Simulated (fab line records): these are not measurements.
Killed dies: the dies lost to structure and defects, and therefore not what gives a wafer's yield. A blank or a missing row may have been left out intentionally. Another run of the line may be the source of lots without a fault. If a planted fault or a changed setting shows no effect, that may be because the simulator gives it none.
A struck lot beside a sound one | flow nand-harc | 15 out of 1302 route steps
Sound: these wafers, L607.2, L607.3, L607.5. Wafers L611.2, L611.3, L611.6 were the ones struck. Last of all comes the cause.
At each step with rows: each side's tool, then ch and its chambers, then its first start. Under that, the readings that differ: sound wafers | struck wafers | difference of the means | sigmas: that difference in standard deviations of wafers without a fault.
alike: words and numbers the same on both sides, and readings whose means are apart by under 2 such deviations; not compared: readings that were withheld, readings missing a value for some wafer, numbers with overlapping values and no deviation given by the record, and bounds like >300 which may hide the same value.
The two part at a step that has a row with sigmas, a row that says differs or no value, or rows on one side only. Numbers that don't overlap but have no deviation are shown without sigmas and don't part them. A reading that every wafer of one side lacks parts them only if that side has two wafers or more.

first, 4 steps without rows for these wafers: NHARC_A_DECK1_JOINT_CURE_26 (time 32 s); NHARC_A_DECK1_JOINT_ANNEAL_27 (time 3600 s); NHARC_A_DECK1_JOINT_ANNEAL_28 (time 1800 s); NHARC_A_DECK1_JOINT_ANNEAL_29 (time 1800 s).
NHARC_A_DECK1_JOINT_CMP_02: polishes SiOx.
  sound on cmp-03 ch 0,1,2, day 15 02:59; struck on cmp-04 ch 0,3, day 16 19:07
  alike: motor-current-A
next, for these wafers, 1 step has no rows: NHARC_A_DECK1_JOINT_SRD_15.
NHARC_A_DECK1_JOINT_DEP_16: deposits SiO2, target thk 45 nm.
  sound on pecvd-04 ch 0,2, day 15 03:23; struck on pecvd-04 ch 0,2, day 16 19:29
  alike: heater-power-w, throttle-valve-pct
  not compared: since-wet-clean-h
NHARC_A_DECK1_JOINT_THK_MEAS_17: measures by ellipsometry.
  sound: film-metro-01 at day 15 03:38; struck: film-metro-01 at day 16 19:46
  alike: thk-nm
NHARC_A_DECK1_JOINT_INSPECT_05:
  sound: defect-inspect-02 at day 15 03:40; struck: defect-inspect-02 at day 16 19:49
  alike: raw-defect-count
then, no rows for these wafers at 1 step: NHARC_A_ONON_D2_DEP_00 (target thk 1000 nm).
NHARC_A_ONON_D2_THK_MEAS_02: measures by ellipsometry.
  sound: film-metro-02 at day 15 04:15; struck: film-metro-01 at day 16 20:23
  alike: thk-nm
NHARC_A_ONON_D2_DEP_03: target thk 1000 nm.
  sound on pecvd-onon-02 ch 0, day 15 04:22; struck on pecvd-onon-02 ch 0, day 16 20:30
NHARC_A_ONON_D2_THK_MEAS_05: measures by ellipsometry.
  sound: film-metro-01 at day 15 04:49; struck: film-metro-01 at day 16 20:58
  reading     | sound          | struck      | difference | sigmas
  thk-nm (nm) | 1009 1007 1007 | 708 707 707 | -300       | -33
then, no rows for these wafers at 1 step: NHARC_A_ONON_D2_DEP_06 (target thk 1000 nm).
-- jump in the record: it breaks off in module A_ONON_D2 and resumes in module END (first step shown: number 1302 of the route), and 12 days separate the struck wafers' starts before and after --
NHARC_END_SORT_01:
  here the record holds rows for the struck wafers (prober-02 ch 0, day 28 09:02) but none for the sound ones

== WHERE THEY PART ==
First at NHARC_A_ONON_D2_THK_MEAS_05; last, within this record, at NHARC_END_SORT_01.

WHY: what had been put in by the simulator
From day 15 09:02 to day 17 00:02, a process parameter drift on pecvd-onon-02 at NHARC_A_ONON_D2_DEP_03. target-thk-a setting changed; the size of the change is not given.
